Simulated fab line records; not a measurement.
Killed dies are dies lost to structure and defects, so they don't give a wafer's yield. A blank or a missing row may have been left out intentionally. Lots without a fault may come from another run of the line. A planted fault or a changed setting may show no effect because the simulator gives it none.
fab line records    flow nand_harc
record lots=13  wafers=37  last_day=33
route steps=1302 shown A_SGD_CUT@907 A_WL_FILL@957 END@1302
lots untouched by any fault: they come from a run of this same line in which no faults occurred
start_h: the number of hours between the record's first day and the start of the first shown wafer of the lot    wait_h: hours since the lot's step before    " as in the row above    L1.1+2: a single row standing in for several wafers    - no value, or no start was given    * or withheld: withheld    < > ~ a bound
route shown NAME@n: NAME is a module with steps in the file, n the number in the route of the first one    usual: mean/standard deviation taken from wafers without a fault    same: alike in all rows    chamber/n: place in a boat    sites: the reading at each site    _std_site: how widely they spread, as a standard deviation    _edge_site: the outer-site mean with the inner-site mean subtracted    radius_mm: how far each site lies from the wafer's centre    mask NAME#n: copy n    behind: the most recent tool/chamber to have shaped the wafer    hold: reason for holding the lot/hours on hold/outcome of the hold    device: which transistor (n, p or np) failed to switch    end of line: tests run on the same wafers once the route is complete    a step given without rows: its recipe and nothing more    killed: dies lost to structure and defects at the first sort, not the wafer's yield    map: the dies of a wafer, with x for killed, . for not killed, _ for no die there
set.NAME: the setting the step ran with; set.NAME@STEP: the setting that earlier step ran with    model.NAME: the simulator's own value behind a step, which no gauge read
route steps across a sampled set of lots; one table per step, one row per wafer
services: a tool's chamber out of use, with start hour (start_h, from the record's first day; less than 0 if before it), hours out, and reason
## steps
# step NHARC_A_SGD_CUT_ETCH_15
# recipe target_depth_a=750  time_s=64.3  ch3f_flow_sccm=50  o2_flow_sccm=30  ar_flow_sccm=200  rf_w=500  bias_w=100  chemistry=CH3F/O2
# usual drypump_motor_current_A=5.7/0.42  oes_product_au=0.961/0.022  rf_fwd_power_W=495.1/2.1  rf_vpp_V=264.2/1.8  showerhead_plenum_p_Torr=2.48/0.11  throttle_valve_pct=20.665/0.0089
lot.wafer  tool         chamber  start_h  wait_h  drypump_motor_current_A  oes_product_au  rf_fwd_power_W  rf_hours_counter_h  rf_vpp_V  showerhead_plenum_p_Torr  throttle_valve_pct
L463.4     rie_diel-09  1        -        -       4.9                      0.968           491.8           11                  266.9     2.60                      20.666
L463.3     "            3        "        "       5.5                      0.960           498.1           10                  264.6     2.61                      20.663
L463.5     "            1        "        "       4.9                      0.954           489.9           -                   265.6     2.60                      20.663
L464.3     rie_diel-06  2        -        -       6.3                      0.932           494.0           8                   266.3     2.52                      20.654
L464.4     "            0        "        "       5.6                      0.934           497.9           8                   261.1     2.40                      20.650
L464.5     "            2        "        "       6.3                      0.940           493.3           -                   265.5     2.52                      20.666
L466.2     rie_diel-11  0        -        -       5.3                      0.954           493.1           2                   263.1     2.38                      20.680
L466.4     "            1        "        "       6.1                      0.934           495.9           2                   265.2     2.62                      20.665
L466.3     "            2        "        "       6.1                      0.947           493.9           2                   266.0     2.58                      20.660
L467.1     rie_diel-06  0        -        -       5.6                      0.963           497.0           9                   262.1     2.39                      20.646
L467.4     "            0        "        "       5.6                      0.959           498.5           -                   262.9     2.40                      20.657
L467.5     "            1        "        "       5.7                      0.959           494.9           -                   264.5     2.56                      20.666
L471.2     rie_diel-09  1        -        -       4.9                      0.945           492.9           1                   265.3     2.60                      20.676
L471.1     "            0        "        "       5.3                      1.000           495.4           0                   262.7     2.38                      20.670
L471.6     "            1        "        "       4.9                      0.940           490.7           -                   265.2     2.60                      20.671
L470.1     rie_diel-11  1        -        -       6.1                      0.934           497.9           6                   265.7     2.62                      20.653
L470.2     "            0        "        "       5.4                      0.952           494.8           6                   262.8     2.38                      20.677
L470.5     "            1        "        "       6.1                      0.933           494.4           -                   266.3     2.62                      20.672
L472.3     rie_diel-06  3        -        -       6.1                      0.967           496.2           2                   262.3     2.31                      20.657
L472.4     "            0        "        "       5.6                      0.972           498.6           2                   263.9     2.39                      20.662
L472.5     "            3        "        "       6.1                      0.955           498.5           -                   261.8     2.31                      20.663
L476.4     rie_diel-11  1        -        -       6.1                      0.931           498.5           9                   266.5     2.62                      20.676
L476.2     "            3        "        "       6.0                      0.966           495.2           9                   264.0     2.42                      20.658
L476.6     "            0        "        "       5.4                      0.967           491.9           -                   263.0     2.38                      20.672
L475.3     rie_diel-11  2        -        -       6.1                      0.939           493.9           9                   266.1     2.58                      20.666
L479.2     rie_diel-06  0        -        -       5.6                      0.949           496.2           4                   262.8     2.39                      20.672
L479.4     "            1        "        "       5.7                      0.987           493.4           5                   265.6     2.56                      20.656
L479.6     "            0        "        "       5.6                      0.950           496.0           -                   263.1     2.39                      20.672
L480.1     rie_diel-11  3        -        -       6.0                      0.965           496.7           11                  263.0     2.42                      20.673
L480.4     "            1        "        "       6.1                      0.943           495.0           11                  266.2     2.62                      20.653
L480.6     "            2        "        "       6.1                      0.956           494.2           -                   266.1     2.58                      20.651
L482.1     rie_diel-09  1        -        -       4.9                      0.953           493.1           11                  265.6     2.59                      20.665
L482.2     "            3        "        "       5.4                      0.988           496.1           11                  266.8     2.60                      20.655
L482.5     "            1        "        "       4.9                      0.948           494.2           -                   265.6     2.59                      20.649
L485.3     rie_diel-09  0        -        -       5.3                      0.998           495.4           15                  264.2     2.38                      20.669
L485.1     "            1        "        "       4.9                      0.953           492.9           15                  266.2     2.59                      20.669
L485.2     "            3        "        "       5.4                      0.977           497.6           15                  264.6     2.60                      20.670
# step NHARC_A_SGD_CUT_STRIP_17
# recipe o2_flow_sccm=500  ar_flow_sccm=0  bias_w=0  chemistry=O2
# usual drypump_motor_current_A=5.7/0.41  oes_product_au=1.000/0.013  rf_vpp_V=57.9/1  showerhead_plenum_p_Torr=3.55/0.16  throttle_valve_pct=17.035/0.0088
lot.wafer  tool         chamber  start_h  wait_h  drypump_motor_current_A  oes_product_au  rf_hours_counter_h  rf_vpp_V  showerhead_plenum_p_Torr  throttle_valve_pct
L463.4     rie_diel-09  2        -        -       5.3                      0.995           11                  55.8      3.37                      17.031
L463.3     "            3        "        "       5.4                      0.989           10                  57.2      3.74                      17.037
L463.5     "            3        "        "       5.4                      0.994           -                   57.8      3.74                      17.032
L464.3     rie_diel-06  2        -        -       6.4                      1.003           8                   58.2      3.62                      17.038
L464.4     "            3        "        "       6.0                      0.996           6                   56.3      3.33                      17.036
L464.5     "            1        "        "       5.7                      1.012           -                   57.6      3.67                      17.058
L466.4     rie_diel-11  2        -        -       6.1                      1.000           2                   57.9      3.70                      17.038
L466.3     "            3        "        "       6.0                      0.987           2                   56.6      3.48                      17.025
L466.2     "            0        "        "       5.4                      0.998           2                   57.6      3.42                      17.024
L467.1     rie_diel-06  1        -        -       5.7                      1.003           8                   57.9      3.67                      17.037
L467.4     "            0        "        "       5.6                      0.984           -                   57.6      3.44                      17.043
L467.5     "            1        "        "       5.8                      1.008           -                   55.4      3.67                      17.037
L471.1     rie_diel-09  3        -        -       5.4                      1.006           1                   58.5      3.74                      17.039
L471.2     "            2        "        "       5.3                      1.010           1                   57.8      3.37                      17.016
L471.6     "            0        "        "       5.4                      1.026           -                   58.0      3.42                      17.034
L470.1     rie_diel-11  0        -        -       5.4                      0.997           6                   59.0      3.41                      17.041
L470.2     "            2        "        "       6.1                      0.995           6                   58.0      3.69                      17.047
L470.5     "            0        "        "       5.4                      1.016           -                   57.2      3.41                      17.025
L472.3     rie_diel-06  0        -        -       5.6                      0.990           2                   57.4      3.44                      17.034
L472.4     "            1        "        "       5.7                      1.012           2                   58.7      3.67                      17.021
L472.5     "            3        "        "       6.1                      1.003           -                   57.0      3.32                      17.045
L476.4     rie_diel-11  1        -        -       6.1                      0.976           9                   59.3      3.75                      17.027
L476.2     "            0        "        "       5.4                      1.005           9                   56.8      3.41                      17.035
L476.6     "            2        "        "       6.1                      1.000           -                   59.5      3.69                      17.048
L475.3     rie_diel-11  2        -        -       6.1                      0.982           9                   59.8      3.69                      17.041
L479.2     rie_diel-06  3        -        -       6.1                      0.998           4                   58.4      3.32                      17.025
L479.4     "            1        "        "       5.8                      1.029           5                   57.7      3.67                      17.030
L479.6     "            3        "        "       6.1                      1.007           -                   56.9      3.32                      17.031
L480.4     rie_diel-11  2        -        -       6.1                      0.988           11                  58.2      3.69                      17.028
L480.1     "            3        "        "       6.0                      0.996           11                  59.1      3.47                      17.039
L480.6     "            0        "        "       5.3                      1.012           -                   57.2      3.41                      17.027
L482.1     rie_diel-09  2        -        -       5.3                      1.002           11                  58.1      3.36                      17.020
L482.2     "            0        "        "       5.3                      1.012           11                  57.7      3.41                      17.038
L482.5     "            2        "        "       5.3                      1.005           -                   58.3      3.36                      17.036
L485.3     rie_diel-09  3        -        -       5.4                      1.016           15                  59.9      3.73                      17.031
L485.2     "            0        "        "       5.4                      1.012           15                  56.6      3.41                      17.049
L485.1     "            2        "        "       5.3                      1.013           15                  57.4      3.36                      17.038
# step NHARC_A_SGD_CUT_THK_MEAS_22
# recipe thk_meas_gauge=ellipsometry
# usual thk_nm=147.9/1.8
lot.wafer  tool           chamber  start_h  wait_h  thk_nm
L463.3     film_metro-01  -        466.36   0.2     148.1
L463.4     "              -        "        "       147.4
L463.5     "              -        "        "       146.2
L464.3     film_metro-01  -        473.74   0.2     148.0
L464.4     "              -        "        "       150.1
L464.5     "              -        "        "       146.4
L467.1     film_metro-01  -        481.26   0.2     146.8
L467.4     "              -        "        "       147.8
L467.5     "              -        "        "       149.7
L466.2     film_metro-02  -        481.26   0.2     148.5
L466.3     "              -        "        "       148.5
L466.4     "              -        "        "       147.7
L470.1     film_metro-02  -        523.75   0.2     147.1
L470.2     "              -        "        "       146.8
L470.5     "              -        "        "       147.9
L471.1     film_metro-01  -        523.75   0.2     147.4
L471.2     "              -        "        "       149.4
L471.6     "              -        "        "       149.6
L472.3     film_metro-02  -        543.89   0.2     145.4
L472.4     "              -        "        "       150.0
L472.5     "              -        "        "       150.4
L475.3     film_metro-01  -        578.99   0.2     148.7
L476.2     film_metro-01  -        579.00   0.2     147.4
L476.4     "              -        "        "       148.8
L476.6     "              -        "        "       149.2
L479.2     film_metro-02  -        608.70   0.2     145.9
L479.4     "              -        "        "       149.1
L479.6     "              -        "        "       149.3
L480.1     film_metro-01  -        608.71   0.2     146.8
L480.4     "              -        "        "       148.3
L480.6     "              -        "        "       147.9
L482.1     film_metro-02  -        646.84   0.2     146.1
L482.2     "              -        "        "       147.7
L482.5     "              -        "        "       148.6
L485.1     film_metro-01  -        674.47   0.2     144.0
L485.2     "              -        "        "       145.8
L485.3     "              -        "        "       146.8
# step NHARC_A_WL_FILL_ETCHBACK_04
# recipe target_depth_a=600  time_s=120  chemistry=NF3
# usual drypump_motor_current_A=5.6/0.31  oes_product_au=0.995/0.012  run_length_s=141.2/0.36
lot.wafer  tool          chamber  start_h  wait_h  drypump_motor_current_A  oes_product_au  rf_hours_counter_h  run_length_s
L463.3     rie_metal-02  0        486.97   0.2     5.7                      0.998           -                   141.1
L463.4     "             1        "        "       6.0                      1.006           -                   141.1
L463.5     "             0        "        "       5.7                      0.993           -                   141.3
L464.3     rie_metal-01  0        496.27   0.4     5.5                      1.002           -                   141.2
L464.4     "             1        "        "       4.9                      0.989           -                   140.8
L464.5     "             0        "        "       5.5                      1.006           -                   141.5
L466.2     rie_metal-03  0        501.13   0.3     5.5                      0.968           2.9                 141.1
L466.4     "             0        "        "       5.6                      0.974           -                   141.1
L466.3     "             1        "        "       5.8                      1.009           -                   141.7
L467.1     rie_metal-01  1        501.51   0.6     4.9                      0.981           1.7                 140.9
L467.4     "             1        "        "       4.9                      0.990           -                   140.7
L467.5     "             0        "        "       5.5                      1.006           -                   141.6
L471.2     rie_metal-01  1        545.25   0.3     5.0                      0.974           2.6                 141.3
L471.1     "             0        "        "       5.5                      1.008           2.6                 141.4
L471.6     "             0        "        "       5.5                      1.013           -                   141.5
L470.2     rie_metal-02  0        545.33   0.3     5.7                      0.988           1.4                 141.6
L470.1     "             1        "        "       6.0                      1.008           1.4                 140.6
L470.5     "             1        "        "       6.0                      1.006           -                   141.4
L472.3     rie_metal-02  0        564.31   0.3     5.7                      0.996           -                   141.5
L472.4     "             0        "        "       5.7                      0.994           -                   141.6
L472.5     "             0        "        "       5.7                      1.001           -                   141.8
L476.2     rie_metal-03  1        598.86   0.4     5.9                      0.995           1.1                 141.8
L476.4     "             0        "        "       5.6                      0.991           -                   141.0
L476.6     "             0        "        "       5.6                      0.990           -                   140.9
L475.3     rie_metal-02  0        603.39   0.3     5.7                      1.002           -                   89.6
L480.1     rie_metal-01  0        630.43   0.3     5.5                      0.987           0.9                 141.3
L480.4     "             0        "        "       5.5                      0.993           -                   141.3
L480.6     "             1        "        "       5.0                      0.995           -                   141.1
L479.2     rie_metal-02  0        630.67   0.3     5.7                      1.005           3.2                 89.9
L479.4     "             1        "        "       6.0                      0.999           -                   140.7
L479.6     "             1        "        "       6.0                      0.985           -                   141.3
L482.1     rie_metal-03  0        668.87   0.3     5.6                      0.998           2.3                 140.7
L482.2     "             0        "        "       5.6                      0.999           -                   140.7
L482.5     "             0        "        "       5.6                      1.003           -                   140.9
L485.2     rie_metal-01  0        700.01   0.3     5.5                      0.997           1.9                 141.9
L485.1     "             1        "        "       5.0                      1.012           1.9                 140.8
L485.3     "             0        "        "       5.5                      0.997           -                   141.7
# step NHARC_END_SORT_01
# recipe temp_c=25
# usual killed_at_array=52/16  killed_at_other=0.8/0.98  killed_at_periphery=4.2/2.9  killed_dies=57/16  killed_open=3.3/1.9  killed_short=2.5/1.5
# same gross_dies=677
lot.wafer  tool       chamber  start_h  wait_h  killed_at_array  killed_at_other  killed_at_periphery  killed_dies  killed_open  killed_short
L479.2     prober-02  0        735.01   2.8     668              0                9                    677          7            1
L479.4     prober-02  0        736.59   3.4     75               2                7                    84           1            3
L479.6     prober-02  0        738.17   3.9     59               2                1                    62           2            3
# killed by level:class
L479.2 A_WL_FILL:area_etchback=595 A_SLIT:chamber_film_flake=32 A_CHANNEL_HOLE_D2:chamber_film_flake=25 A_CHANNEL_HOLE_D1:chamber_film_flake=5 P_M2:chamber_film_flake=3 A_STAIRCASE:chamber_film_flake=3 P_M0:geometric_particle:open=2 P_GATE:chamber_film_flake=2
L479.4 A_SLIT:chamber_film_flake=31 A_CHANNEL_HOLE_D2:chamber_film_flake=23 A_CHANNEL_HOLE_D1:chamber_film_flake=7 A_STAIRCASE:chamber_film_flake=7 A_CONTACT:chamber_film_flake=4 P_ZERO_WELL:chamber_film_flake=2 THIN_TSV:chamber_film_flake=2 P_M0:geometric_particle:short=1
L479.6 A_SLIT:chamber_film_flake=28 A_CHANNEL_HOLE_D2:chamber_film_flake=19 A_STAIRCASE:chamber_film_flake=4 A_SGD_CUT:geometric_particle:short=2 A_CONTACT:chamber_film_flake=2 A_DECK1_JOINT:geometric_particle:open=1 A_WL_FILL:geometric_particle:short=1 STARTING-WAFER:geometric_particle:open=1
## services
tool          chamber  start_h  hours  kind
rie_diel-11   0        441.53   -      clean
rie_diel-11   1        441.53   -      clean
rie_metal-02  -        454.00   9.0    pm
rie_diel-06   3        473.13   19.1   repair
rie_diel-06   -        484.20   9.0    pm
rie_diel-09   -        497.40   9.0    pm
rie_diel-11   -        512.00   0.6    repair
rie_metal-03  -        519.00   9.0    pm
rie_diel-06   2        546.52   5.6    repair
rie_diel-06   3        548.80   16.2   repair
rie_diel-06   0        554.60   14.6   repair
rie_metal-02  1        564.12   2.2    repair
rie_metal-01  -        575.00   9.0    pm
rie_diel-11   -        581.78   0.6    repair
rie_diel-11   2        584.17   9.8    repair
rie_metal-02  0        594.30   2.6    repair
rie_metal-02  -        607.18   14.9   repair
rie_diel-11   -        609.53   9.0    pm
rie_metal-02  -        631.00   9.0    pm
rie_diel-06   -        661.21   9.0    pm
rie_metal-03  1        666.54   7.5    repair
rie_metal-03  -        670.65   0.5    repair
rie_diel-09   -        674.40   9.0    pm
rie_metal-03  -        696.00   9.0    pm
## key
first_sign step=NHARC_A_WL_FILL_ETCHBACK_04  reading=run_length_s  direction=down  sigmas=99+  usual=*  struck=*
effect step=NHARC_END_SORT_01  reading=killed_at_array  direction=up  sigmas=39  usual=52  struck=668
more_kills_born_at NHARC_A_WL_FILL_ETCHBACK_04@rie_metal-02=595
met_at NHARC_A_WL_FILL_ETCHBACK_04
struck_lots L475,L479
struck_wafers L475.3,L479.2
rows_end L475.3
later_rows_left_out L479.2
tester_left_out L479
not_acting_at NHARC_A_SGD_CUT_ETCH_15,NHARC_A_SGD_CUT_STRIP_17,NHARC_A_SGD_CUT_THK_MEAS_22
onset_between 564.31 603.39
fault kind=process_parameter_drift  tool=rie_metal-02  chamber=0  onset_h=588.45  steps=NHARC_A_WL_FILL_ETCHBACK_04  channel=time_s  offset=*  shape=step  acts_in=*  stated=*
# tester_left_out: of these lots the tester's yield and bins aren't shown, on N5 and GAA mostly nor the transistor test; their killed dies are dies lost to structure and defects alone, not to doping, threshold or leakage, so they don't give the yield
# later_rows_left_out: the simulator's readings of these wafers behind a module that went badly wrong aren't trusted and aren't shown, but for the sort
# rows_end: these wafers met a further fault down the route, and their rows from its step on are left out
